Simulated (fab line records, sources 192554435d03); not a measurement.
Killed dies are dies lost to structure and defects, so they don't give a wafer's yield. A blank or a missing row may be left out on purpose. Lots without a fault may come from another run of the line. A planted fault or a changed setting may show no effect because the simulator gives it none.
A struck lot beside a sound one | flow n5_finfet | 33 steps out of a route of 1938
Sound: wafers L100.3, L100.4, L100.6. Struck: wafers L107.2, L107.6. (L107.1 of the same lot was not struck and is left out.) The cause comes at the end.
At each step with rows: each side's tool, then ch and its chambers, then its first start. Under that, the readings that differ: sound wafers | struck wafers | difference of the means | sigmas: that difference in standard deviations of wafers without a fault.
alike: readings whose means differ by less than 2 such deviations, and words and numbers that are the same on both sides. not compared: withheld readings, readings that some wafer has no value for, bounds like >300 that may hide the same value, and numbers for which the record gives no deviation and whose values overlap.
The two part at a step that has a row with sigmas, a row that says differs or no value, or rows on one side only. Numbers that don't overlap but have no deviation are shown without sigmas and don't part them. A reading that every wafer of one side lacks parts them only if that side has two wafers or more.

first, 8 steps without rows for these wafers: N5_BEOL_M9_COAT_59 (time 60 s, resist thk 100 nm); N5_BEOL_M9_COAT_60 (time 60 s, resist thk 30 nm); N5_BEOL_M9_COAT_05 (resist thk 90 nm); N5_BEOL_M9_EBR_07; N5_BEOL_M9_SOFTBAKE_06 (time 60 s); N5_BEOL_M9_EXPOSE_08 (exposes mask M9); N5_BEOL_M9_PEB_09 (peb time 60 s); N5_BEOL_M9_DEVELOP_10 (develop time 30 s).
N5_BEOL_M9_CD_MEAS_11: target cd 64.1 nm.
  sound on cd_sem-02 ch 0, day 9 23:17; struck on cd_sem-01 ch 0, day 12 02:16
  alike: cd_nm
N5_BEOL_M9_OVL_MEAS_12:
  sound on overlay-01 ch 0, day 9 23:18; struck on overlay-01 ch 0, day 12 02:18
  alike: M9_OVL
N5_BEOL_M9_INSPECT_13: inspects for defects (brightfield).
  sound on defect_inspect-01, day 9 23:20; struck on defect_inspect-01, day 12 02:19
  alike: raw_defect_count
N5_BEOL_M9_DESCUM_16: chemistry O2, time 7.9 s.
  sound on rie_diel-02 ch 1,3, day 9 23:22; struck on rie_diel-01 ch 0, day 12 02:46
  reading               | sound          | struck    | difference | sigmas
  oes_product_au (a.u.) | 0.73 0.73 0.73 | 0.93 0.93 | +0.20      | +2
  alike: drypump_motor_current_A, rf_vpp_V, showerhead_plenum_p_Torr, throttle_valve_pct
  not compared: rf_hours_counter_h
N5_BEOL_M9_ETCH_61: etches SiARC in CF4, target depth 39 nm, time 65 s.
  sound on rie_diel-02 ch 1,3, day 9 23:24; struck on rie_diel-01 ch 0, day 12 02:47
  reading                | sound             | struck      | difference | sigmas
  oes_product_au (a.u.)  | 0.62 0.63 0.63    | 0.79 0.80   | +0.17      | +2
  throttle_valve_pct (%) | 15.92 15.42 15.88 | 15.13 15.14 | -0.60      | -2
  alike: drypump_motor_current_A, etch_rf_on_time_s, rf_vpp_V, showerhead_plenum_p_Torr
  not compared: rf_hours_counter_h
then, 2 steps without rows for these wafers: N5_BEOL_M9_ETCH_62 (etches SOC in N2/H2, target depth 110 nm, overetch 22 nm, time 165 s); N5_BEOL_M9_STRIP_68 (strips in N2/H2).
N5_BEOL_M9_STRIP_67: strips in CF4.
  sound on rie_diel-02 ch 1,3, day 9 23:35; struck on rie_diel-01 ch 0, day 12 02:59
  reading                | sound             | struck      | difference | sigmas
  oes_product_au (a.u.)  | 0.72 0.74 0.73    | 0.93 0.93   | +0.20      | +2
  power_w (W)            | 300.2 299.0 299.6 | 301.8 302.5 | +2.5       | +2
  rf_vpp_V (V)           | 270.0 270.6 270.8 | 273.2 273.1 | +2.7       | +2
  throttle_valve_pct (%) | 13.89 13.43 13.88 | 13.10 13.11 | -0.63      | -2
  alike: drypump_motor_current_A, showerhead_plenum_p_Torr
  not compared: rf_hours_counter_h
N5_BEOL_M9_HM_OPEN_17: chemistry Cl2/BCl3, target TiN, target depth 20 nm, overetch 6 nm.
  sound on rie_metal-01 ch 0,1, day 9 23:40; struck on rie_metal-02 ch 1, day 12 03:02
  alike: drypump_motor_current_A, oes_product_au, throttle_valve_pct
  not compared: rf_hours_counter_h
N5_BEOL_M9_STRIP_19: strips in O2.
  sound on rie_diel-01 ch 1,2,3, day 9 23:44; struck on rie_diel-01 ch 2,3, day 12 03:08
  alike: drypump_motor_current_A, oes_product_au, rf_vpp_V, showerhead_plenum_p_Torr, throttle_valve_pct
  not compared: rf_hours_counter_h
N5_BEOL_M9_CD_MEAS_18: pitch 140 nm, target cd 70 nm.
  sound on cd_sem-03, day 9 23:49; struck on cd_sem-01, day 12 03:13
  alike: cd_nm
then, 9 steps without rows for these wafers: N5_BEOL_M9_COAT_63 (time 60 s, resist thk 60 nm); N5_BEOL_M9_COAT_64 (time 60 s, resist thk 12 nm); N5_BEOL_M9_COAT_75 (time 60 s, resist thk 5 nm); N5_BEOL_M9_COAT_22 (resist thk 30 nm); N5_BEOL_M9_EBR_24; N5_BEOL_M9_SOFTBAKE_23 (time 60 s); N5_BEOL_M9_EXPOSE_25 (exposes mask V8); N5_BEOL_M9_PEB_26 (peb time 60 s); N5_BEOL_M9_DEVELOP_27 (develop time 30 s).
N5_BEOL_M9_CD_MEAS_28: target cd 70 nm.
  sound on cd_sem-01 ch 0, day 10 01:11; struck on cd_sem-02 ch 0, day 12 04:43
  alike: cd_nm
N5_BEOL_M9_OVL_MEAS_29:
  sound on overlay-01 ch 0, day 10 01:14; struck on overlay-01 ch 0, day 12 04:44
  alike: V8_OVL
N5_BEOL_M9_INSPECT_30: inspects for defects (brightfield).
  sound on defect_inspect-01, day 10 01:17; struck on defect_inspect-01, day 12 04:48
  reading          | sound       | struck  | difference | sigmas
  raw_defect_count | 452 331 439 | 702 812 | +350       | +4
N5_BEOL_M9_DESCUM_33: chemistry O2, time 7 s.
  sound on rie_diel-01 ch 1,2,3, day 10 01:19; struck on rie_diel-02 ch 1,2, day 12 04:50
  alike: drypump_motor_current_A, oes_product_au, rf_vpp_V, showerhead_plenum_p_Torr, throttle_valve_pct
  not compared: rf_hours_counter_h
-- the record jumps here: 2 days lie between the struck wafers' starts before and after (it left off in module BEOL_M9 and takes up again in module PASSIVATION, whose first step shown is number 1936 of the route) --
N5_PASSIVATION_PROBE_49:
  the record has rows for the struck wafers here (prober-02, day 14 16:03) and none for the sound ones

WHERE THEY PART
First at N5_BEOL_M9_DESCUM_16; last, within this record, at N5_PASSIVATION_PROBE_49.

WHY: what the simulator had put in
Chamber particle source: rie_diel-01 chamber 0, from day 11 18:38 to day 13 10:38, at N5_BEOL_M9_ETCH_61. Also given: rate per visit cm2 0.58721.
